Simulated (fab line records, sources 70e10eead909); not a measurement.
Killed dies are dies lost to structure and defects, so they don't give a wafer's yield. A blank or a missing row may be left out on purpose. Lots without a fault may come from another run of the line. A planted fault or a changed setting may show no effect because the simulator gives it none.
Chamber matching | flow nand_harc | NHARC_P_BONDPAD_ETCH_12 on rie_diel-08: 4 sister chambers
The step etches the open film in CHF3/O2, target depth 200 nm, time 100 s. 14 wafers are shown with their chamber, then 6 later ones without.

WAFERS WITH THEIR CHAMBER
wafer  | chamber | rf_vpp_V (V) | run_length_s (s) | bias_w (W)
L588.1 | 1       | 368.4        | 121.7            | 200.0
L588.2 | 0       | 374.0        | 121.2            | 200.1
L588.6 | 1       | 369.1        | 121.8            | 199.4
L587.1 | 1       | 369.5        | 121.7            | 200.5
L587.3 | 3       | 368.1        | 121.1            | 199.7
L587.5 | 2       | 369.5        | 121.7            | 199.2
L592.3 | 2       | 369.3        | 121.6            | 199.3
L592.4 | 3       | 368.5        | 121.4            | 200.9
L592.5 | 1       | 368.9        | 122.2            | 200.6
L594.1 | 1       | 368.2        | 121.7            | 200.4
L594.4 | 2       | 369.5        | 121.4            | 199.2
L594.5 | 2       | 367.6        | 121.4            | 198.8
L596.3 | 0       | 372.8        | 121.0            | 199.4
L596.5 | 0       | 373.1        | 121.2            | 199.9

SIGNATURES (means of the wafers above)
reading      | chamber 0 | chamber 1 | chamber 2 | chamber 3 | scatter within a chamber
rf_vpp_V     | 373.300   | 368.820   | 368.975   | 368.300   | 0.672
run_length_s | 121.133   | 121.820   | 121.525   | 121.250   | 0.181
bias_w       | 199.800   | 200.180   | 199.125   | 200.300   | 0.458
Rule: a wafer's distance from a chamber is the root of the sum, over the readings, of the square of ((its reading less the chamber's mean) divided by the reading's scatter). The wafer belongs to the nearest chamber; if the next one is less than 2 further off, it can't be placed. The scatter: the root of (the sum of the squares of (reading less its chamber's mean) over the shown wafers, divided by (wafers less chambers)).

WAFERS WITHOUT THEIR CHAMBER
wafer  | rf_vpp_V (V) | run_length_s (s) | bias_w (W)
L596.6 | 369.2        | 122.1            | 200.4
L598.2 | 368.9        | 122.0            | 199.9
L598.5 | 369.2        | 122.1            | 199.5
L598.6 | 372.6        | 121.2            | 199.8
L607.2 | 369.7        | 121.6            | 200.9
L607.3 | 372.0        | 121.2            | 199.8

WHICH CHAMBER EACH WENT THROUGH
wafer  | from the rows above          | in truth
L596.6 | 1                            | 1
L598.2 | can't be placed: 1 or 2      | 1
L598.5 | can't be placed: 1 or 2      | 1
L598.6 | 0                            | 0
L607.2 | can't be placed: 1 or 3 or 2 | 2
L607.3 | 0                            | 0
Placed correctly: 3 of 6. Can't be placed from these rows: 3 (the true chamber is among the candidates in 3). Placed wrongly: 0.
